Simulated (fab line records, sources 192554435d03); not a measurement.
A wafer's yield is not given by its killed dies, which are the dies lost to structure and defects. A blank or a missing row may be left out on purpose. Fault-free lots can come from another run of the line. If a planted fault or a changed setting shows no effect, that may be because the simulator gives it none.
Split-lot trial ; flow n5 finfet ; 39 wafers read across 7 lots, on a route 1938 steps long

## SPLIT DETAILS
At N5_DUMMY_GATE_ETCH_32 (etches SiO2 in CF4, target depth 3.5 nm, time 3.9 s), the setting time s was moved away from the recipe's 3.9 s on 9 of the 39 wafers read, by -23.9% to +19.6%. All remaining wafers had this setting at the recipe value.

The split's own step is where the reading is taken.

## THE READING
etch.depth nm (the simulator's own value, which no gauge read), in nm, at N5_DUMMY_GATE_ETCH_32 (etches SiO2 in CF4, target depth 3.5 nm, time 3.9 s). There is no usual value for it anywhere in the file. Here, 30 wafers ran the recipe; their average is 3.481 nm with a standard deviation of 0.092 nm.

wafer;tool, chamber at the split;time s as run, s;against the recipe;etch.depth nm, nm;against lot-mates on the recipe
L075.1;rie si-02, 0;3.9;recipe;3.464;-
L075.2;rie si-02, 3;3.9;recipe;3.426;-
L075.3;rie si-02, 1;3.9;recipe;3.375;-
L075.4;rie si-02, 2;3.9;recipe;3.389;-
L075.5;rie si-02, 0;3.9;recipe;3.443;-
L075.6;rie si-02, 1;3.9;recipe;3.363;-
L085.1;rie si-05, 2;3.9;recipe;3.618;-
L085.2;rie si-05, 1;3.9;recipe;3.626;-
L085.3;rie si-05, 3;4.663;+19.6%;4.149;+0.527
L085.4;rie si-05, 0;4.663;+19.6%;4.268;+0.646
L085.5;rie si-05, 1;3.9;recipe;3.621;-
L085.6;rie si-05, 0;4.663;+19.6%;4.271;+0.649
L086.1;rie si-05, 3;3.9;recipe;3.503;-
L086.2;rie si-05, 1;3.9;recipe;3.636;-
L086.3;rie si-05, 2;3.9;recipe;3.585;-
L086.4;rie si-05, 0;3.9;recipe;3.577;-
L086.5;rie si-05, 1;3.9;recipe;3.654;-
L086.6;rie si-05, 0;3.9;recipe;3.557;-
L090.1;rie si-03, 1;3.9;recipe;3.521;-
L090.2;rie si-03, 2;3.9;recipe;3.54;-
L090.3;rie si-03, 0;3.9;recipe;3.453;-
L090.4;rie si-03, 3;3.9;recipe;3.451;-
L090.5;rie si-03, 3;3.9;recipe;3.433;-
L090.6;rie si-03, 0;3.9;recipe;3.481;-
L092.1;rie si-02, 3;3.9;recipe;3.457;-
L092.2;rie si-02, 2;3.9;recipe;3.362;-
L092.3;rie si-02, 1;3.03;-22.3%;2.63;-0.807
L092.4;rie si-02, 0;3.03;-22.3%;2.682;-0.755
L092.5;rie si-02, 2;3.03;-22.3%;2.598;-0.839
L092.6;rie si-02, 3;3.9;recipe;3.492;-
L093.1;rie si-02, 3;3.9;recipe;3.438;-
L093.3;rie si-02, 2;3.9;recipe;3.355;-
L093.6;rie si-02, 2;3.9;recipe;3.327;-
L096.1;rie si-02, 2;2.967;-23.9%;2.533;-0.892
L096.2;rie si-02, 3;3.9;recipe;3.4;-
L096.3;rie si-02, 0;3.9;recipe;3.44;-
L096.4;rie si-02, 1;3.9;recipe;3.436;-
L096.5;rie si-02, 3;2.967;-23.9%;2.614;-0.811
L096.6;rie si-02, 0;2.967;-23.9%;2.607;-0.818

THE FIT
A straight line over all 39 wafers: etch.depth nm changes by +0.0378 nm for each +1% of time s; r = +0.98; the points scatter about the line by 0.086 nm.
The same after taking each lot's own level away (the mean of its wafers on the recipe; 39 wafers): +0.0341 nm for each +1%; r = +0.99; scatter 0.046 nm.
Per that fit: largest time s move, reading shift of 0.82 nm.
The lots' own levels span 3.3733 to 3.6217 nm, that is 2.7 times the standard deviation above.
Hence the slope depends on the lot-to-lot level, as the two fits are not the same.
Check: -0.816 nm against its lot-mates is what the line predicts for one of the wafers moved furthest among these (-23.9%) when that wafer is left out of the fit. It came out at -0.892 nm against them.

## THE OTHER SPLITS THESE WAFERS WENT THROUGH
These wafers also went through other splits before the reading. Each is held against what the fit with the lots' levels taken away leaves over:
other split on the same wafers;wafers away from the commonest value;r with etch.depth nm (lot level and that fit taken away)
N5_FIN_SAQP_MANDREL_ETCH_22 icp w;18;+0.20
N5_DUMMY_GATE_ETCH_31 target depth a;15;+0.22

## THE FILE'S OWN FIT
etch.depth nm changes by +0.0343 nm for each +1% of time s, r = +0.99.
